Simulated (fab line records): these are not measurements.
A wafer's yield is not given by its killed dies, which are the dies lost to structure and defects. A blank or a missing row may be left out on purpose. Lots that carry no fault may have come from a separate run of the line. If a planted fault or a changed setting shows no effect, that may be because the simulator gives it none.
fab line records | flow n5_finfet
[record] lots = 12 | wafers = 33 | last_day = 19
route steps=1938 shown BEOL_M10@1509 PASS1_CAP@1874 TV_LITHO@1884 PASSIVATION@1936
lots with no fault: from the same line, run without faults
start_h: the number of hours between the record's first day and the start of the first shown wafer of the lot | wait_h: how many hours have passed since the lot's step before this one | " the same as in the row above | L1.1+2: several wafers, shown together as one row | - either no value or no given start | * or withheld: withheld | < > ~ a bound
route shown NAME@n: names a module that has steps shown in the file, with the first one's number in the route | usual: mean/standard deviation taken from wafers without a fault | same: alike in all rows | chamber/n: place in a boat | sites: readings site by site | _std_site: their standard deviation | _edge_site: mean of outer sites minus mean of inner sites | radius_mm: how far each site lies from the wafer's centre | mask NAME#n: copy n | behind: the tool/chamber that last shaped the wafer | hold: cause of the lot's hold/its duration in hours/its outcome | device: the transistor (n, p or np) that didn't switch | end of line: tests run on the same wafers once the route is complete | a step with no rows: only its recipe | killed: at the first sort, the dies lost to defects and structure; wafer yield is something else | map: the dies of a wafer, with x for killed, . for not killed, _ for no die there
set.NAME: setting as actually run; set.NAME@STEP: the setting as run at that earlier step | model.NAME: the simulator's own value behind a step, which no gauge read
steps of the route over a sample of lots; a table a step, a row a wafer
services: when a tool's chamber went out of use (start_h, in hours from the record's first day, below 0 if earlier), for how many hours, and the reason
[[steps]]
[step N5_BEOL_M10_VIA_ETCH_34]
[recipe] chemistry = C4F6/O2 | target = SiCOH_lowk | target_depth_a = 1845 | mask_material = SOC | taper_deg = 4 | time_s = 69.2 | ion_energy_ev = 250 | pressure_mtorr = 30 | source_w = 345 | bias_w = 185 | Ar_flow_sccm = 300 | C4F6_flow_sccm = 10 | O2_flow_sccm = 10
[usual] drypump_motor_current_A = 5.6/0.52 | mfc_ar_sccm = 299.9/0.79 | oes_product_au = 0.78/0.092 | rf_vpp_V = 657/17 | showerhead_plenum_p_Torr = 2.85/0.06 | throttle_valve_pct = 20.95/0.29
lot.wafer | tool        | chamber | start_h | wait_h | drypump_motor_current_A | mfc_ar_sccm | oes_product_au | rf_hours_counter_h | rf_vpp_V | showerhead_plenum_p_Torr | throttle_valve_pct
L451.1    | rie_diel-02 | 1       | 235.62  | 0.0    | 5.8                     | 298.6       | 0.75           | 155                | 667      | 2.86                     | 21.24
L451.5    | "           | 2       | "       | "      | 5.1                     | 301.1       | 0.70           | -                  | 657      | 2.93                     | 21.12
L451.6    | "           | 1       | "       | "      | 5.7                     | 298.9       | 0.75           | -                  | 664      | 2.86                     | 21.24
L453.4    | rie_diel-02 | 0       | 251.05  | 0.0    | 6.2                     | 300.4       | 0.67           | 246                | 683      | 2.92                     | 21.37
L453.5    | "           | 0       | "       | "      | 6.2                     | 300.5       | 0.67           | -                  | 683      | 2.92                     | 21.38
L453.6    | "           | 1       | "       | "      | 5.7                     | 299.3       | 0.73           | -                  | 665      | 2.85                     | 21.25
L452.2    | rie_diel-05 | 0       | 251.54  | 0.0    | 6.3                     | 300.2       | 0.76           | 149                | 639      | 2.75                     | 20.91
L452.5    | "           | 1       | "       | "      | 4.9                     | 299.5       | 0.67           | -                  | 654      | 2.86                     | 20.91
L452.6    | "           | 0       | "       | "      | 6.3                     | 300.2       | 0.76           | -                  | 640      | 2.75                     | 20.92
L454.1    | rie_diel-05 | 2       | 260.53  | 0.0    | 5.9                     | 299.5       | 0.81           | 81                 | 629      | 2.78                     | 20.76
L454.3    | "           | 0       | "       | "      | 6.3                     | 299.9       | 0.75           | 153                | 639      | 2.75                     | 20.92
L454.6    | "           | 0       | "       | "      | 6.3                     | 299.2       | 0.75           | -                  | 639      | 2.75                     | 20.93
L456.1    | rie_diel-02 | 3       | 263.94  | 0.0    | 5.3                     | 299.9       | 0.89           | 24                 | 632      | 2.89                     | 21.01
L456.3    | "           | 0       | "       | "      | 6.2                     | 302.3       | 0.68           | 250                | 683      | 2.92                     | 21.36
L456.4    | "           | 1       | "       | "      | 5.8                     | 300.0       | 0.74           | 165                | 664      | 2.85                     | 21.25
L457.3    | rie_diel-05 | 1       | 266.12  | 0.0    | 4.9                     | 300.2       | 0.67           | 219                | 652      | 2.86                     | 20.93
L457.4    | "           | 0       | "       | "      | 6.3                     | 299.6       | 0.76           | 155                | 639      | 2.75                     | 20.92
L457.5    | "           | 2       | "       | "      | 5.9                     | 299.5       | 0.81           | -                  | 629      | 2.78                     | 20.78
L463.1    | rie_diel-02 | 1       | 309.98  | 0.0    | 5.7                     | 300.4       | 0.72           | 186                | 664      | 2.84                     | 21.29
L463.2    | "           | 3       | "       | "      | 5.3                     | 300.3       | 0.87           | 35                 | 632      | 2.88                     | 21.04
L463.3    | "           | 2       | "       | "      | 5.1                     | 300.5       | 0.68           | 246                | 656      | 2.92                     | 21.11
L464.1    | rie_diel-02 | 2       | 317.35  | 0.0    | 5.1                     | 300.1       | 0.67           | 248                | 655      | 2.92                     | 21.14
L464.2    | "           | 1       | "       | "      | 5.8                     | 300.5       | 0.72           | 188                | 664      | 2.84                     | 21.29
L464.4    | "           | 3       | "       | "      | 5.3                     | 299.7       | 0.86           | 38                 | 633      | 2.88                     | 21.04
L462.1    | rie_diel-02 | 0       | 320.37  | 0.0    | 6.2                     | 300.0       | 0.93           | 9                  | 683      | 2.91                     | 21.08
L462.4    | "           | 1       | "       | "      | 5.7                     | 299.5       | 0.72           | 189                | 665      | 2.84                     | 21.30
L462.6    | "           | 2       | "       | "      | 5.1                     | 298.2       | 0.67           | -                  | 656      | 2.92                     | 21.16
L471.2    | rie_diel-06 | 1       | 368.94  | 0.0    | 6.5                     | 299.5       | 0.77           | 139                | 664      | 2.85                     | 20.52
L471.5    | "           | 3       | "       | "      | 4.8                     | 301.0       | 0.80           | -                  | 675      | 2.75                     | 20.44
L472.1    | rie_diel-05 | 2       | 369.14  | 0.0    | 5.9                     | 300.6       | 0.77           | 127                | 628      | 2.76                     | 20.84
L472.4    | "           | 2       | "       | "      | 5.9                     | 299.6       | 0.77           | -                  | 628      | 2.76                     | 20.83
L474.4    | rie_diel-06 | 3       | 398.80  | 0.0    | 4.8                     | 300.2       | 0.79           | -                  | 674      | 2.75                     | 20.47
L474.5    | "           | 1       | "       | "      | 6.5                     | 300.0       | 0.76           | -                  | 663      | 2.85                     | 20.52
[step N5_PASSIVATION_PECVD_01]
[recipe] material = SiNx | target_thk_a = 2000 | temp_c = 400 | precursor = SiH4/NH3/N2 | pressure_torr = 4.9 | rf_w = 1406 | time_s = 43.2
[usual] chamber_pressure_Torr = 4.898/0.012 | heater_power_w = 376/130 | showerhead_plenum_p_Torr = 8.66/0.075 | throttle_valve_pct = 29.7/1.7
lot.wafer | tool     | chamber | start_h | wait_h | chamber_pressure_Torr | heater_power_w | showerhead_plenum_p_Torr | throttle_valve_pct
L451.1    | pecvd-04 | 0       | 278.31  | 0.0    | 4.906                 | 464            | 8.67                     | 31.4
L451.5    | "        | 1       | "       | "      | 4.891                 | 309            | 8.70                     | 31.9
L451.6    | "        | 2       | "       | "      | 4.890                 | 318            | 8.71                     | 27.8
L452.2    | pecvd-04 | 2       | 295.96  | 0.0    | 4.878                 | 244            | 8.72                     | 27.8
L452.5    | "        | 1       | "       | "      | 4.900                 | 232            | 8.70                     | 31.9
L452.6    | "        | 0       | "       | "      | 4.908                 | 369            | 8.67                     | 31.7
L453.4    | pecvd-03 | 1       | 296.31  | 0.0    | 4.890                 | 427            | 8.64                     | 27.6
L453.5    | "        | 0       | "       | "      | 4.909                 | 309            | 8.64                     | 28.2
L453.6    | "        | 2       | "       | "      | 4.912                 | 667            | 8.74                     | 27.8
L456.1    | pecvd-01 | 2       | 304.85  | 0.0    | 4.901                 | 535            | 8.49                     | 28.6
L456.3    | "        | 1       | "       | "      | 4.934                 | 241            | 8.70                     | 31.9
L456.4    | "        | 1       | "       | "      | 4.910                 | 251            | 8.67                     | 32.1
L454.1    | pecvd-03 | 1       | 314.12  | 0.0    | 4.910                 | 522            | 8.64                     | 28.0
L454.3    | "        | 2       | "       | "      | 4.897                 | 552            | 8.75                     | 28.0
L454.6    | "        | 1       | "       | "      | 4.900                 | 524            | 8.63                     | 27.7
L457.3    | pecvd-01 | 1       | 317.35  | 0.0    | 4.911                 | 213            | 8.71                     | 31.8
L457.4    | "        | 1       | "       | "      | 4.905                 | 224            | 8.69                     | 32.0
L457.5    | "        | 0       | "       | "      | 4.903                 | 379            | 8.63                     | 29.5
L463.1    | pecvd-03 | 0       | 354.54  | 0.0    | 4.894                 | 416            | 8.65                     | 28.2
L463.2    | "        | 1       | "       | "      | 4.896                 | 483            | 8.65                     | 27.6
L463.3    | "        | 2       | "       | "      | 4.893                 | 552            | 8.74                     | 28.0
L462.1    | pecvd-01 | 2       | 370.38  | 0.0    | 4.879                 | 467            | 8.47                     | 28.6
L462.4    | "        | 0       | "       | "      | 4.901                 | 381            | 8.62                     | 29.8
L462.6    | "        | 1       | "       | "      | 4.907                 | 222            | 8.71                     | 31.9
L464.1    | pecvd-04 | 2       | 379.43  | 0.0    | 4.918                 | 285            | 8.70                     | 27.9
L464.2    | "        | 1       | "       | "      | 4.894                 | 285            | 8.69                     | 31.6
L464.4    | "        | 2       | "       | "      | 4.895                 | 299            | 8.74                     | 27.7
L471.2    | pecvd-04 | 0       | 419.59  | 0.0    | 4.897                 | 477            | 8.70                     | 31.8
L471.5    | "        | 0       | "       | "      | 4.889                 | 492            | 8.70                     | 31.5
L472.1    | pecvd-04 | 0       | 420.09  | 0.0    | 4.888                 | 403            | 8.66                     | 31.3
L472.4    | "        | 0       | "       | "      | 4.898                 | 409            | 8.68                     | 31.4
L474.4    | pecvd-04 | 2       | 439.84  | 0.0    | 4.897                 | 313            | 8.71                     | 28.0
L474.5    | "        | 1       | "       | "      | 4.922                 | 237            | 8.69                     | 31.6
[step N5_PASSIVATION_OVL_MEAS_60]
[recipe] points_per_wafer = 44
[usual] TV_OVL = 3/4.5
lot.wafer | tool       | chamber | start_h | wait_h | TV_OVL[nm]
L451.1    | overlay-02 | 0       | 282.49  | 0.0    | 9
L451.5    | "          | 0       | "       | "      | 13
L451.6    | "          | 0       | "       | "      | 13
L453.4    | overlay-02 | 0       | 300.29  | 0.0    | 13
L453.5    | "          | 0       | "       | "      | 6
L453.6    | "          | 0       | "       | "      | 0
L452.2    | overlay-02 | 0       | 300.48  | 0.1    | 10
L452.5    | "          | 0       | "       | "      | 4
L452.6    | "          | 0       | "       | "      | 3
L456.1    | overlay-02 | 0       | 305.24  | 0.0    | 7
L456.3    | "          | 0       | "       | "      | 1
L456.4    | "          | 0       | "       | "      | 5
L454.1    | overlay-02 | 0       | 317.49  | 0.1    | -2
L454.3    | "          | 0       | "       | "      | -2
L454.6    | "          | 0       | "       | "      | 1
L457.3    | overlay-02 | 0       | 318.21  | 0.0    | 6
L457.4    | "          | 0       | "       | "      | 2
L457.5    | "          | 0       | "       | "      | 1
L463.1    | overlay-02 | 0       | 358.65  | 0.0    | 4
L463.2    | "          | 0       | "       | "      | 2
L463.3    | "          | 0       | "       | "      | 7
L462.1    | overlay-02 | 0       | 370.90  | 0.0    | 7
L462.4    | "          | 0       | "       | "      | -2
L462.6    | "          | 0       | "       | "      | -4
L464.1    | overlay-02 | 0       | 382.64  | 0.0    | -3
L464.2    | "          | 0       | "       | "      | -6
L464.4    | "          | 0       | "       | "      | -4
L471.2    | overlay-02 | 0       | 422.74  | 0.0    | 1
L471.5    | "          | 0       | "       | "      | 5
L472.1    | overlay-02 | 0       | 423.59  | 0.0    | 1
L472.4    | "          | 0       | "       | "      | 3
L474.4    | overlay-01 | 0       | 442.25  | 0.0    | 6
L474.5    | "          | 0       | "       | "      | 1
[step N5_PASSIVATION_PROBE_49]
[usual] defect_limited_yield = 91.3/1.4 | killed_at_M0_to_M3 = 36/10 | killed_at_M4_up = 13/5.4 | killed_at_contacts = 12/5.3 | killed_at_front_end = 39/10 | killed_at_other = 3.2/2.7 | killed_dies = 103/16 | killed_on_rim = 13/4 | killed_open = 68/13 | killed_short = 33/6.6 | sort_bin_4_leakage = 0.01/0.031 | sort_bin_5_function = 5.1/0.92 | sort_bin_6_memory = 3.3/0.68 | sort_bin_8_speed = 0.1/0.41 | sort_n_pass = 1077/17 | sort_yield_pct = 91.2/1.4
[same] gross_dies = 1180 | killed_at_back_side = 0
lot.wafer | tool      | chamber | start_h | wait_h | defect_limited_yield[%] | killed_at_M0_to_M3 | killed_at_M4_up | killed_at_contacts | killed_at_front_end | killed_at_other | killed_dies | killed_on_rim | killed_open | killed_short | sort_bin_4_leakage[%] | sort_bin_5_function[%] | sort_bin_6_memory[%] | sort_bin_8_speed[%] | sort_n_pass | sort_yield_pct[%]
L456.1    | prober-01 | -       | 311.93  | 0.0    | 89.9                    | 31                 | 14              | 14                 | 58                  | 2               | 119         | 16            | 83          | 36           | 0                     | 5.9                    | 3.6                  | 0                   | 1061        | 89.9
L456.3    | prober-01 | -       | 312.03  | 0.1    | 90.6                    | 27                 | 15              | 14                 | 54                  | 1               | 111         | 15            | 74          | 35           | 0                     | 6.0                    | 3.2                  | 0                   | 1069        | 90.6
L456.4    | prober-01 | -       | 312.08  | 0.2    | 88.9                    | 51                 | 14              | 10                 | 54                  | 2               | 131         | 19            | 90          | 38           | 0                     | 6.9                    | 3.8                  | 0                   | 1049        | 88.9
L463.1    | prober-01 | -       | 365.61  | 0.2    | 82.4                    | 20                 | 131             | 17                 | 30                  | 10              | 208         | 28            | 65          | 28           | 0                     | 11.4                   | 3.4                  | 0                   | 972         | 82.4
L463.2    | prober-01 | -       | 365.66  | 0.2    | 82.3                    | 33                 | 125             | 7                  | 33                  | 11              | 209         | 46            | 59          | 40           | 0                     | 10.8                   | 3.1                  | 0                   | 971         | 82.3
L463.3    | prober-01 | -       | 365.71  | 0.3    | 80.2                    | 29                 | 163             | 10                 | 29                  | 3               | 234         | 16            | 50          | 36           | 0                     | 11.8                   | 3.6                  | 0                   | 946         | 80.2
L462.1    | prober-02 | -       | 380.80  | 0.0    | 82.8                    | 48                 | 117             | 5                  | 31                  | 2               | 203         | 29            | 59          | 41           | 0                     | 9.7                    | 4.2                  | 0                   | 977         | 82.8
L462.4    | prober-02 | -       | 380.95  | 0.2    | 83.2                    | 29                 | 128             | 6                  | 25                  | 10              | 198         | 23            | 55          | 22           | 0                     | 9.7                    | 3.9                  | 0                   | 982         | 83.2
L462.6    | prober-02 | -       | 381.05  | 0.3    | 81.8                    | 19                 | 156             | 2                  | 27                  | 11              | 215         | 14            | 47          | 26           | 0                     | 9.9                    | 4.2                  | 0.1                 | 964         | 81.7
L464.1    | prober-01 | -       | 390.21  | 0.0    | 80.8                    | 26                 | 154             | 6                  | 40                  | 1               | 227         | 14            | 60          | 21           | 0                     | 12.3                   | 3.6                  | 0                   | 953         | 80.8
L464.2    | prober-01 | -       | 390.26  | 0.1    | 82.5                    | 32                 | 121             | 23                 | 23                  | 7               | 206         | 28            | 56          | 32           | 0                     | 10.0                   | 3.6                  | 0                   | 974         | 82.5
L464.4    | prober-01 | -       | 390.36  | 0.2    | 85.9                    | 22                 | 99              | 8                  | 30                  | 7               | 166         | 24            | 46          | 29           | 0                     | 6.4                    | 3.6                  | 0                   | 1014        | 85.9
// killed by level:class
L456.1 FIN_SAQP:geometric_particle:open=18 BEOL_M3:geometric_particle:open=12 STI_FIN_REVEAL:geometric_particle:open=11 MOL_CONTACT_COAG:geometric_particle:open=11 FIN_SAQP:geometric_particle:short=8 BEOL_M4:geometric_particle:open=7 GATE_CUT:geometric_particle:short=4 BEOL_M3:geometric_particle:short=4
L456.3 STI_FIN_REVEAL:geometric_particle:open=18 MOL_CONTACT_COAG:geometric_particle:open=13 FIN_SAQP:geometric_particle:short=12 BEOL_M3:geometric_particle:open=9 FIN_SAQP:geometric_particle:open=8 BEOL_M4:geometric_particle:open=7 BEOL_M0_SAQP:geometric_particle:short=4 BEOL_M2:geometric_particle:open=4
L456.4 STI_FIN_REVEAL:geometric_particle:open=22 BEOL_M0_SAQP:geometric_particle:short=14 BEOL_M3:geometric_particle:open=13 BEOL_M0_SAQP:geometric_particle:open=10 FIN_SAQP:geometric_particle:open=7 BEOL_M4:geometric_particle:open=6 MOL_CONTACT_COAG:geometric_particle:open=6 BEOL_M1:geometric_particle:open=6
L463.1 BEOL_M10:unspecified=114 MOL_CONTACT_COAG:geometric_particle:open=13 BEOL_M4:geometric_particle:open=10 FIN_SAQP:geometric_particle:open=8 BEOL_M0_SAQP:geometric_particle:open=8 DUMMY_GATE:geometric_particle:open=6 BEOL_M0_SAQP:geometric_particle:short=5 MOL_CONTACT_COAG:geometric_particle:short=4
L463.2 BEOL_M10:unspecified=98 BEOL_M4:geometric_particle:open=15 BEOL_M0_SAQP:geometric_particle:short=10 BEOL_M2:geometric_particle:open=10 HKMG_FIN:area_etch=9 FIN_SAQP:geometric_particle:open=7 BEOL_M0_SAQP:geometric_particle:open=7 MOL_CONTACT_COAG:geometric_particle:short=5
L463.3 BEOL_M10:unspecified=147 BEOL_M0_SAQP:geometric_particle:short=10 BEOL_M2:geometric_particle:open=10 FIN_SAQP:geometric_particle:short=8 BEOL_M4:geometric_particle:open=8 FIN_SAQP:geometric_particle:open=6 MOL_CONTACT_COAG:geometric_particle:open=5 MOL_CONTACT_COAG:geometric_particle:short=5
L462.1 BEOL_M10:unspecified=101 BEOL_M0_SAQP:geometric_particle:short=17 BEOL_M0_SAQP:geometric_particle:open=11 BEOL_M1:geometric_particle:open=8 STI_FIN_REVEAL:geometric_particle:open=8 BEOL_M3:geometric_particle:open=6 BEOL_M4:geometric_particle:open=6 FIN_SAQP:geometric_particle:open=4
L462.4 BEOL_M10:unspecified=120 BEOL_M1:geometric_particle:open=10 STI_FIN_REVEAL:geometric_particle:open=9 BEOL_M2:geometric_particle:open=6 FIN_SAQP:geometric_particle:short=5 MOL_CONTACT_COAG:geometric_particle:open=5 BEOL_M0_SAQP:geometric_particle:short=5 FIN_SAQP:geometric_particle:open=4
L462.6 BEOL_M10:unspecified=140 BEOL_M0_SAQP:geometric_particle:open=9 STI_FIN_REVEAL:geometric_particle:open=8 FIN_SAQP:geometric_particle:open=5 FIN_SAQP:geometric_particle:short=5 BEOL_M4:geometric_particle:open=5 BEOL_M0_SAQP:geometric_particle:short=3 BEOL_M3:geometric_particle:open=3
L464.1 BEOL_M10:unspecified=143 DUMMY_GATE:geometric_particle:open=11 BEOL_M3:geometric_particle:open=7 FIN_SAQP:geometric_particle:open=6 MOL_CONTACT_COAG:geometric_particle:open=6 BEOL_M1:geometric_particle:open=6 STI_FIN_REVEAL:geometric_particle:open=4 BEOL_M0_SAQP:geometric_particle:open=4
L464.2 BEOL_M10:unspecified=117 MOL_CONTACT_COAG:geometric_particle:open=18 BEOL_M0:geometric_particle:open=8 BEOL_M0_SAQP:geometric_particle:short=7 BEOL_M0_SAQP:geometric_particle:open=6 MIM_TOP_ETCH:geometric_particle:short=6 MOL_CONTACT_COAG:geometric_particle:short=5 STI_FIN_REVEAL:geometric_particle:open=4
L464.4 BEOL_M10:unspecified=91 MOL_CONTACT_COAG:geometric_particle:open=8 BEOL_M0_SAQP:geometric_particle:short=7 STI_FIN_REVEAL:geometric_particle:open=4 DUMMY_GATE:geometric_particle:open=4 BEOL_M2:geometric_particle:open=4 MIM_TOP_ETCH:geometric_particle:short=4 STARTING-WAFER:geometric_particle:short=4
[[services]]
tool        | chamber | start_h | hours | kind
pecvd-04    | 2       | 215.90  | 3.4   | repair
pecvd-03    | 0       | 228.65  | 2.3   | repair
pecvd-04    | 2       | 228.99  | 4.0   | repair
rie_diel-05 | 1       | 231.51  | 7.3   | repair
pecvd-01    | 1       | 233.56  | 22.8  | repair
rie_diel-02 | 0       | 271.52  | 9.9   | repair
rie_diel-02 | 0       | 281.47  | -     | clean
rie_diel-02 | 0       | 281.47  | -     | consumable_replace:focus_ring
rie_diel-02 | 0       | 281.47  | 15.5  | scheduled_down
rie_diel-02 | 0       | 281.47  | 15.5  | vent_cycle
rie_diel-02 | 3       | 287.60  | 16.7  | repair
rie_diel-02 | 2       | 321.25  | -     | clean
rie_diel-02 | 2       | 321.25  | -     | consumable_replace:focus_ring
rie_diel-02 | 2       | 321.25  | 26.4  | scheduled_down
pecvd-03    | 0       | 333.35  | 5.9   | repair
rie_diel-02 | 1       | 334.26  | 5.1   | repair
pecvd-01    | -       | 353.41  | 6.0   | pm
pecvd-03    | -       | 357.19  | 1.2   | repair
rie_diel-05 | 2       | 374.65  | 24.2  | repair
rie_diel-05 | 2       | 401.37  | 11.0  | repair
rie_diel-02 | 3       | 401.91  | 5.7   | repair
rie_diel-05 | 2       | 413.41  | 9.1   | repair
rie_diel-06 | 3       | 415.78  | 14.3  | repair
rie_diel-05 | -       | 434.45  | 2.8   | pm
[[key]]
[first_sign] step = N5_PASSIVATION_PROBE_49 | reading = killed_at_M4_up | direction = up | sigmas = 22 | usual = 13 | struck = 133
[effect] step = N5_PASSIVATION_PROBE_49 | reading = killed_dies | direction = up | sigmas = 6.5 | usual = 103 | struck = 207
[more_kills_born_at] N5_BEOL_M10_VIA_ETCH_34@rie_diel-02 = 1071
met_at N5_BEOL_M10_VIA_ETCH_34
struck_lots L462,L463,L464
not_acting_at N5_PASSIVATION_PECVD_01,N5_PASSIVATION_OVL_MEAS_60
onset_between 263.94 309.98
[fault] kind = chamber_particle_source | tool = rie_diel-02 | chamber = - | onset_h = 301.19 | steps = N5_BEOL_M10_VIA_ETCH_34 | rate_per_visit_cm2 = 1.5504 | end_h = 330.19
